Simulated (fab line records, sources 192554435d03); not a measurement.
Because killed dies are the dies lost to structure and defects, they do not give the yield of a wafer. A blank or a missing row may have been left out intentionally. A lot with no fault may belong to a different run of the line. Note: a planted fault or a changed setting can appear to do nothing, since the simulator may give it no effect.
Split-lot study + flow n5 finfet + 7 lots, 21 wafers read, on a route of 1938 steps

## SPLIT DETAILS
At N5_BEOL_M15_SPUTTER_43 (material TaN, target thk 15 nm, time 24.19 s), the setting time s was moved away from the recipe's 24.19 s on 5 of the 21 wafers read, by -11.0% to +7.1%. The other wafers ran this setting at the recipe's value.

The split's own step is where the reading is taken.

## THE READING
TaN_of_BEOL_M15_SPUTTER_43.thk nm (the simulator's own value, which no gauge read), in nm, at N5_BEOL_M15_SPUTTER_43 (material TaN, target thk 15 nm, time 24.19 s). No usual value for it is given in the file. The 16 wafers here that ran the recipe average 15.1 nm, standard deviation 0.14 nm.

| wafer  | tool, chamber at the split | time s as run, s | against the recipe | TaN_of_BEOL_M15_SPUTTER_43.thk nm, nm | against lot-mates on the recipe |
|--------|----------------------------|------------------|--------------------|---------------------------------------|---------------------------------|
| L074.1 | pvd sputter-01, -          | 24.19            | recipe             | 15.2                                  | -                               |
| L074.5 | pvd sputter-01, -          | 25.91            | +7.1%              | 16.2                                  | +1.1                            |
| L074.6 | pvd sputter-01, -          | 24.19            | recipe             | 15                                    | -                               |
| L075.2 | pvd sputter-03, -          | 24.19            | recipe             | 15.2                                  | -                               |
| L075.6 | pvd sputter-03, -          | 24.19            | recipe             | 15.2                                  | -                               |
| L075.5 | pvd sputter-03, -          | 25.49            | +5.4%              | 16                                    | +0.8                            |
| L076.3 | pvd sputter-02, -          | 21.53            | -11.0%             | 13.2                                  | -1.6                            |
| L076.4 | pvd sputter-02, -          | 24.19            | recipe             | 14.8                                  | -                               |
| L076.5 | pvd sputter-02, -          | 21.53            | -11.0%             | 13.4                                  | -1.4                            |
| L083.1 | pvd sputter-01, -          | 24.19            | recipe             | 15                                    | -                               |
| L083.4 | pvd sputter-01, -          | 24.19            | recipe             | 15                                    | -                               |
| L083.5 | pvd sputter-01, -          | 24.19            | recipe             | 15                                    | -                               |
| L091.3 | pvd sputter-02, -          | 24.19            | recipe             | 14.8                                  | -                               |
| L091.4 | pvd sputter-02, -          | 22.72            | -6.1%              | 14                                    | -0.9                            |
| L091.5 | pvd sputter-02, -          | 24.19            | recipe             | 15                                    | -                               |
| L094.1 | pvd sputter-02, -          | 24.19            | recipe             | 15.2                                  | -                               |
| L094.2 | pvd sputter-02, -          | 24.19            | recipe             | 15.2                                  | -                               |
| L094.3 | pvd sputter-02, -          | 24.19            | recipe             | 15                                    | -                               |
| L093.2 | pvd sputter-03, -          | 24.19            | recipe             | 15.2                                  | -                               |
| L093.3 | pvd sputter-03, -          | 24.19            | recipe             | 15.2                                  | -                               |
| L093.4 | pvd sputter-03, -          | 24.19            | recipe             | 15                                    | -                               |

FIT RESULTS
A straight line over all 21 wafers: TaN_of_BEOL_M15_SPUTTER_43.thk nm changes by +0.163 nm for each +1% of time s; r = +0.98; the points scatter about the line by 0.13 nm.
The same after taking each lot's own level away (the mean of its wafers on the recipe; 21 wafers): +0.142 nm for each +1%; r = +0.99; scatter 0.083 nm.
According to that fit, moving time s by its largest amount changes the reading by 1.6 nm.
Across the lots, their own levels run from 14.80 to 15.20 nm, a range of 2.9 times the standard deviation given above.
So the slope is not independent of the lot-to-lot level: the two fits are not the same.
Check: with one of the wafers moved furthest among these (-11.0%) left out of the fit, the line predicts -1.52 nm for it against its lot-mates. It came out at -1.6 nm against them.

## FURTHER SPLITS ON THESE WAFERS
Note: prior to the reading, these wafers also went through further splits. Each is held against what the fit with the lots' levels taken away leaves over:
| other split on the same wafers | wafers away from the commonest value | r with TaN_of_BEOL_M15_SPUTTER_43.thk nm (lot level and that fit taken away) |
|--------------------------------|--------------------------------------|------------------------------------------------------------------------------|
| N5_BEOL_M10_COAT_60 spin rpm   | 6                                    | +0.01                                                                        |
| N5_BEOL_M12_COAT_04 spin rpm   | 11                                   | -0.04                                                                        |
| N5_BEOL_M13_ETCH_59 bias w     | 9                                    | -0.10                                                                        |
| N5_BEOL_M14_COAT_66 spin rpm   | 11                                   | +0.16                                                                        |
| N5_BEOL_M14_PEB_26 peb temp c  | 5                                    | -0.32                                                                        |
| N5_BEOL_M15_ETCH_61 time s     | 9                                    | -0.02                                                                        |

## FILE'S OWN FIT
TaN_of_BEOL_M15_SPUTTER_43.thk nm changes by +0.144 nm for each +1% of time s, r = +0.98.
